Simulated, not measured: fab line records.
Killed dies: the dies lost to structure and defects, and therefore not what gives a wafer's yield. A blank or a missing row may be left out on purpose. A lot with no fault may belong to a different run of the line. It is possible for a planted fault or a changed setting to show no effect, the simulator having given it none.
Matching of chambers	flow n5Finfet	3 sister chambers for N5_SD_EPI_P_ETCHBACK_46 on rieDiel-01
The step etches SiNx in CH3F/O2, stops on SiO2, target depth 17.5 nm. 3 wafers are shown with their chamber, then 5 later ones without.

EACH WAFER AND ITS CHAMBER
wafer	chamber	showerheadPlenumPTorr (Torr)
L087.1	1	2.02
L089.1	2	1.91
L089.2	3	2.01

WAFERS WITH NO CHAMBER GIVEN
wafer	showerheadPlenumPTorr (Torr)
L089.5	2.02
L092.1	2.00
L092.2	2.02
L097.1	1.90
L097.3	2.00

EACH ONE'S CHAMBER
wafer	from the rows above	in truth
L089.5	can't be placed: 1 or 3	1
L092.1	can't be placed: 3 or 1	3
L092.2	can't be placed: 1 or 3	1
L097.1	2	2
L097.3	can't be placed: 3 or 1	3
Correct placement for 1 of the 5. These rows do not allow placing 4 (true chamber among the candidates in 4). 0 placed wrongly.
How it was worked out, from the rows above alone: a wafer's distance from a chamber is the root of the sum, over the readings, of the square of ((its reading less the chamber's mean) divided by the reading's scatter). The wafer belongs to the nearest chamber; if the next one is less than 2 further off, it can't be placed. A chamber's mean is the mean of its shown wafers. The scatter (one wafer shown for each chamber): square how far every hidden wafer sits from the nearest shown wafer, average those squares and take the square root.
